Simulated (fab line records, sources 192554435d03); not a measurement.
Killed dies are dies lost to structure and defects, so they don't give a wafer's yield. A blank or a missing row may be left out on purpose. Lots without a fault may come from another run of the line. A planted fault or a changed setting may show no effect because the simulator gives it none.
Which tool did it? | flow n5_finfet | 10 lots, 30 wafers sampled, at 6 steps of a route of 1938

WHAT THE GAUGES READ, wafer by wafer
N5_BEOL_M4_RC_MEAS_101. Usual: DIBL_N 35.9 mV/V, standard deviation 1.9; DIBL_P 35.8 mV/V, standard deviation 2.4; IOFF_N 0.15 nA/um, standard deviation 0.031; IOFF_P 0.21 nA/um, standard deviation 0.037; ION_N 672 uA/um, standard deviation 13; ION_P 462 uA/um, standard deviation 8.3; SS_N 71.5 mV/dec, standard deviation 0.72; SS_P 73.2 mV/dec, standard deviation 0.67; VT_N 250 mV, standard deviation 3.4; VT_P -250 mV, standard deviation 3.4.
lot  | measured     | on        | DIBL_N (mV/V)  | DIBL_P (mV/V)  | IOFF_N (nA/um) | IOFF_P (nA/um) | ION_N (uA/um) | ION_P (uA/um) | SS_N (mV/dec)  | SS_P (mV/dec)  | VT_N (mV)   | VT_P (mV)      | flag
L216 | day 8 08:36  | prober-01 | 36.6 34.4 35.2 | 36.7 35.1 36.2 | 0.16 0.12 0.14 | 0.23 0.21 0.23 | 671 640 667   | 469 456 472   | 71.6 70.6 70.9 | 73.5 73.6 73.5 | 250 257 253 | -248 -249 -249 |
L222 | day 9 11:01  | prober-02 | 35.9 33.1 36.3 | 36.7 32.7 36.9 | 0.16 0.11 0.17 | 0.22 0.16 0.22 | 684 657 678   | 462 456 460   | 70.7 70.2 71.2 | 73.4 71.7 73.2 | 248 252 247 | -252 -254 -248 |
L219 | day 9 12:59  | prober-01 | 37.3 36.3 36.6 | 37.0 33.6 35.0 | 0.16 0.15 0.14 | 0.24 0.19 0.21 | 672 658 661   | 469 450 461   | 71.5 72.1 72.0 | 73.0 73.0 73.7 | 253 252 251 | -246 -252 -251 |
L223 | day 9 13:34  | prober-02 | 36.2 39.5 36.9 | 38.6 41.0 38.6 | 0.18 0.23 0.18 | 0.23 0.26 0.21 | 695 689 679   | 470 451 456   | 72.5 73.2 72.7 | 73.3 75.1 74.0 | 245 245 248 | -250 -253 -254 |
L224 | day 10 04:37 | prober-02 | 37.3 40.0 34.2 | 35.6 39.7 33.6 | 0.15 0.20 0.11 | 0.20 0.27 0.18 | 661 683 652   | 455 464 455   | 72.2 73.4 71.5 | 73.8 73.9 72.0 | 252 248 255 | -250 -249 -252 |
L227 | day 11 13:04 | prober-01 | 38.2 34.0 36.5 | 38.1 32.7 35.6 | 0.20 0.13 0.17 | 0.28 0.19 0.24 | 686 665 675   | 473 461 469   | 71.8 70.9 70.3 | 74.0 72.1 73.5 | 245 251 250 | -246 -249 -246 |
L229 | day 11 21:35 | prober-01 | 34.7 36.6 36.2 | 34.6 36.6 35.9 | 0.13 0.15 0.14 | 0.18 0.20 0.19 | 674 669 683   | 464 457 465   | 70.5 71.8 71.5 | 73.1 72.7 72.9 | 248 251 253 | -256 -250 -252 |
L237 | day 13 22:01 | prober-01 | 38.1 37.9 35.8 | 39.6 38.2 37.0 | 0.19 0.18 0.15 | 0.26 0.23 0.20 | 677 696 674   | 462 474 464   | 72.5 72.1 71.2 | 74.5 74.2 74.0 | 246 249 251 | -246 -248 -251 |
L236 | day 13 22:16 | prober-02 | 36.2 37.0 35.5 | 39.0 39.4 37.0 | 0.16 0.16 0.14 | 0.23 0.22 0.19 | 667 662 672   | 459 451 461   | 71.7 71.6 71.8 | 73.3 73.5 73.1 | 252 249 252 | -248 -250 -250 |
L238 | day 14 01:53 | prober-02 | 34.6 36.8 36.9 | 33.6 35.7 35.7 | 0.13 0.17 0.16 | 0.20 0.23 0.23 | 674 690 682   | 473 475 473   | 70.6 71.4 71.3 | 72.7 73.0 72.5 | 250 249 253 | -251 -247 -247 |

N5_PASSIVATION_INSPECT_57: inspects for defects (macro). Usual: raw_defect_count 2.0, standard deviation 1.3.
lot  | measured     | on                | raw_defect_count | flag
L216 | day 12 19:32 | defect_inspect-01 | 2 2 2            |
L222 | day 14 12:08 | defect_inspect-02 | 3 4 1            |
L219 | day 14 10:38 | defect_inspect-02 | 0 3 1            |
L223 | day 14 10:09 | defect_inspect-01 | 3 1 2            |
L224 | day 14 14:16 | defect_inspect-01 | 4 1 3            |
L227 | day 16 08:33 | defect_inspect-02 | 3 2 3            |
L229 | day 16 14:43 | defect_inspect-02 | 1 2 4            |
L237 | day 18 01:12 | defect_inspect-01 | 3 4 1            |
L236 | day 18 09:50 | defect_inspect-02 | 3 2 2            |
L238 | day 18 06:29 | defect_inspect-01 | 4 1 1            |

WHICH TOOL RAN EACH LOT (tool, then ch and the chambers of the sampled wafers, then the start)
lot  | N5_PASSIVATION_PECVD_01         | N5_PASSIVATION_DEGAS_18      | N5_PASSIVATION_PECVD_35         | N5_PASSIVATION_PROBE_49
L216 | pecvd-03 ch 0,1, day 12 10:25   | pvd_sputter-03, day 12 13:23 | pecvd-03 ch 0,1,2, day 12 15:34 | -
L222 | pecvd-04 ch 0,1,2, day 14 02:24 | pvd_sputter-03, day 14 04:46 | pecvd-02 ch 0,1,2, day 14 06:50 | prober-02, day 14 11:47
L219 | pecvd-01 ch 0,1,2, day 14 00:26 | pvd_sputter-03, day 14 04:13 | pecvd-04 ch 0,1, day 14 06:43   | -
L223 | pecvd-03 ch 0,1, day 14 02:21   | pvd_sputter-03, day 14 03:48 | pecvd-03 ch 0,1,2, day 14 05:46 | -
L224 | pecvd-03 ch 1,2, day 14 03:47   | pvd_sputter-02, day 14 08:13 | pecvd-03 ch 0,2, day 14 10:20   | -
L227 | pecvd-03 ch 0,1,2, day 15 22:44 | pvd_sputter-02, day 16 02:25 | pecvd-02 ch 1,2, day 16 04:34   | prober-01, day 16 08:12
L229 | pecvd-03 ch 0,2, day 16 06:26   | pvd_sputter-02, day 16 08:33 | pecvd-02 ch 0,1, day 16 10:47   | prober-02, day 16 14:28
L237 | pecvd-04 ch 0,2, day 17 17:30   | pvd_sputter-03, day 17 19:07 | pecvd-04 ch 0,1, day 17 21:12   | prober-01, day 18 00:50
L236 | pecvd-01 ch 0,2, day 18 02:30   | pvd_sputter-03, day 18 03:50 | pecvd-04 ch 0,1, day 18 05:47   | -
L238 | pecvd-01 ch 2, day 17 22:34     | pvd_sputter-03, day 18 00:26 | pecvd-02 ch 0,1, day 18 02:29   | -
- N5_PASSIVATION_PECVD_01: deposits SiNx from SiH4/NH3/N2, target thk 200 nm, time 43.2 s.
- N5_PASSIVATION_DEGAS_18: time 60 s.
- N5_PASSIVATION_PECVD_35: deposits SiNx from SiH4/NH3/N2, target thk 700 nm, time 151.3 s.
- N5_PASSIVATION_PROBE_49

WHAT THE TOOLS THEMSELVES READ (means of the sampled wafers that have a number; where no wafer has one, the mark that the record gives instead)
N5_PASSIVATION_PECVD_01. Usual: heater_power_w 395 W, standard deviation 86; showerhead_plenum_p_Torr 8.70 Torr, standard deviation 0.071; throttle_valve_pct 29.5 %, standard deviation 1.8.
lot  | tool     | heater_power_w (W) | showerhead_plenum_p_Torr (Torr) | throttle_valve_pct (%) | flag
L216 | pecvd-03 | 379                | 8.68                            | 29.2                   |
L222 | pecvd-04 | 278                | 8.71                            | 30.3                   |
L219 | pecvd-01 | 463                | 8.65                            | 30.1                   |
L223 | pecvd-03 | 416                | 8.70                            | 28.9                   |
L224 | pecvd-03 | 452                | 8.78                            | 28.1                   |
L227 | pecvd-03 | 367                | 8.72                            | 29.1                   |
L229 | pecvd-03 | 416                | 8.65                            | 29.7                   |
L237 | pecvd-04 | 257                | 8.69                            | 29.2                   |
L236 | pecvd-01 | 428                | 8.63                            | 28.6                   |
L238 | pecvd-01 | 369                | 8.67                            | 28.1                   |

N5_PASSIVATION_DEGAS_18. Usual: heater_power_w 492 W, standard deviation 33.
lot  | tool           | heater_power_w (W) | flag
L216 | pvd_sputter-03 | 471                |
L222 | pvd_sputter-03 | 501                |
L219 | pvd_sputter-03 | 506                |
L223 | pvd_sputter-03 | 501                |
L224 | pvd_sputter-02 | 498                |
L227 | pvd_sputter-02 | 486                |
L229 | pvd_sputter-02 | 505                |
L237 | pvd_sputter-03 | 488                |
L236 | pvd_sputter-03 | 495                |
L238 | pvd_sputter-03 | 494                |

N5_PASSIVATION_PECVD_35. Usual: heater_power_w 365 W, standard deviation 96; showerhead_plenum_p_Torr 8.71 Torr, standard deviation 0.063; throttle_valve_pct 29.4 %, standard deviation 1.6.
lot  | tool     | heater_power_w (W) | showerhead_plenum_p_Torr (Torr) | throttle_valve_pct (%) | flag
L216 | pecvd-03 | 326                | 8.72                            | 28.9                   |
L222 | pecvd-02 | 442                | 8.68                            | 28.8                   |
L219 | pecvd-04 | 258                | 8.72                            | 31.9                   |
L223 | pecvd-03 | 380                | 8.72                            | 29.0                   |
L224 | pecvd-03 | 406                | 8.67                            | 29.6                   |
L227 | pecvd-02 | 384                | 8.72                            | 28.7                   |
L229 | pecvd-02 | 424                | 8.66                            | 28.6                   |
L237 | pecvd-04 | 328                | 8.73                            | 32.1                   |
L236 | pecvd-04 | 301                | 8.73                            | 31.9                   |
L238 | pecvd-02 | 445                | 8.65                            | 29.1                   |

N5_PASSIVATION_PROBE_49. Usual: defect_limited_yield 91.6 %, standard deviation 1.2; killed_at_M0_to_M3 33, standard deviation 9.4; killed_at_M4_up 13, standard deviation 5.2; killed_at_contacts 13, standard deviation 5.6; killed_at_front_end 37, standard deviation 9.5; killed_at_other 4, standard deviation 3.1; killed_dies 99, standard deviation 15; killed_open 65, standard deviation 11; killed_short 32, standard deviation 7.5; sort_bin_5_function 4.9 %, standard deviation 0.77; sort_bin_6_memory 3.1 %, standard deviation 0.65; sort_bin_8_speed 0.01 %, standard deviation 0.056; sort_n_pass 1081, standard deviation 15; sort_yield_pct 91.6 %, standard deviation 1.2.
lot  | tool      | defect_limited_yield (%) | killed_at_M0_to_M3 | killed_at_M4_up | killed_at_contacts | killed_at_front_end | killed_at_other | killed_dies | killed_open | killed_short | sort_bin_5_function (%) | sort_bin_6_memory (%) | sort_bin_8_speed (%) | sort_n_pass | sort_yield_pct (%) | flag
L222 | prober-02 | 91.4                     | 27                 | 13              | 13                 | 41                  | 7               | 101         | 62          | 39           | 5.2                     | 3.0                   | 0.00                 | 1079        | 91.4               |
L227 | prober-01 | 88.6                     | 26                 | 8               | 10                 | 42                  | 48              | 134         | 60          | 30           | 8.3                     | 2.8                   | 0.00                 | 1046        | 88.6               | OFF
L229 | prober-02 | 87.6                     | 36                 | 17              | 9                  | 38                  | 47              | 147         | 63          | 37           | 8.7                     | 3.5                   | 0.00                 | 1033        | 87.6               | OFF
L237 | prober-01 | 91.4                     | 28                 | 12              | 12                 | 43                  | 6               | 101         | 68          | 33           | 5.3                     | 3.0                   | 0.00                 | 1079        | 91.4               |

THE ANSWER, worked out from the rows above alone
Rule: a lot is off if the mean of its wafers that have a number lies more than 3 standard deviations from the usual mean. A lot without any number at a reading at which 4 lots or more have one is off too. The other lots that the step has rows for count as sound. The gauges are gone through in route order, then the tools' own readings, and for those a lot's mean is taken as printed above. The first step at which some lot is off is used, and at that step the reading that is off furthest; a lot without a number counts as furthest.
Off: L227, L229, at N5_PASSIVATION_PROBE_49 (killed_at_other). Neither off nor sound, because the step has no rows for them: L216, L219, L223, L224, L236, L238.
A tool fits if, at that step or a process step before it, it ran every lot that is off, and no sound lot after the first of them. Can't be told from this: 3 tools fit, pecvd-03 at N5_PASSIVATION_PECVD_01, pvd_sputter-02 at N5_PASSIVATION_DEGAS_18, pecvd-02 at N5_PASSIVATION_PECVD_35.

WHAT THE SIMULATOR HAD PUT IN
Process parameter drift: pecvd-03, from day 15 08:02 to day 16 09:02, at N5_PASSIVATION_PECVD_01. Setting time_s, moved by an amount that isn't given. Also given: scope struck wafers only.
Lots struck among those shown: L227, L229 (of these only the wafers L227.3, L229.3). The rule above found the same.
